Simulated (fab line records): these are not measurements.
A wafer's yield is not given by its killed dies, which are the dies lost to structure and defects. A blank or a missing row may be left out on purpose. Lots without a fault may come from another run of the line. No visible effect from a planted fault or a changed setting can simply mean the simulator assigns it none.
The same fault as seen by 2 desks :: flow n5-finfet :: each desk has only its own numbers; what lay behind them comes last

## AT THE METROLOGY DESK
What the gauges read, lot by lot, whatever tool the lot ran on: means of the sampled wafers that have a number. The brackets show how far a lot's mean lies from the usual mean; more than 4 standard deviations puts the lot out of limits, marked OUT.
Columns: A = PAD_OVL at N5_PASSIVATION_OVL_MEAS_63, usual -4 nm
lot: L430
first seen here: day 14 02:13
A: -12

lot: L429
first seen here: day 14 02:32
A: -1

lot: L433
first seen here: day 14 03:03
A: -4

lot: L436
first seen here: day 14 14:30
A: 0

lot: L434
first seen here: day 15 05:08
A: -6

lot: L432
first seen here: day 15 12:55
A: -9

lot: L437
first seen here: day 15 21:31
A: -13

lot: L443
first seen here: day 16 23:57
A: 0

lot: L442
first seen here: day 17 03:34
A: -0

lot: L441
first seen here: day 17 06:29
A: -11

lot: L446
first seen here: day 17 19:16
A: -4

lot: L448
first seen here: day 17 19:37
A: -14

lot: L451
first seen here: day 18 22:34
A: -0
This desk's finding: nothing out of limits on any of the 13 lots.

## TOOL OWNER'S DESK, pvd-sputter-01
The tool's own readings at N5_MOL_CONTACT_COAG_SPUTTER_143 (material Co, target thk 2.5 nm): means of the sampled wafers that have a number, for each lot that ran on this tool. The brackets show how far a lot's mean lies from the usual mean; more than 4 standard deviations puts the lot out of limits, marked OUT.
Columns: A = substrate-temp-c at N5_MOL_CONTACT_COAG_SPUTTER_143, usual 25.00 C; B = throttle-valve-pct at N5_MOL_CONTACT_COAG_SPUTTER_143, usual 30.2 %
lot: L433
first seen here: day 6 01:38
A: 24.92
B: 30.8

lot: L436
first seen here: day 6 17:05
A: 25.09
B: 30.4

lot: L441
first seen here: day 8 02:01
A: 25.02
B: 30.5

lot: L443
first seen here: day 8 18:46
A: 25.02
B: 30.3
This desk's finding: nothing out of limits on any of the 4 lots.

## PUT TOGETHER
Nothing out of limits was seen by the metrology desk.
The tool owner's desk saw nothing out of limits.

## WHAT HAD BEEN PUT IN BY THE SIMULATOR
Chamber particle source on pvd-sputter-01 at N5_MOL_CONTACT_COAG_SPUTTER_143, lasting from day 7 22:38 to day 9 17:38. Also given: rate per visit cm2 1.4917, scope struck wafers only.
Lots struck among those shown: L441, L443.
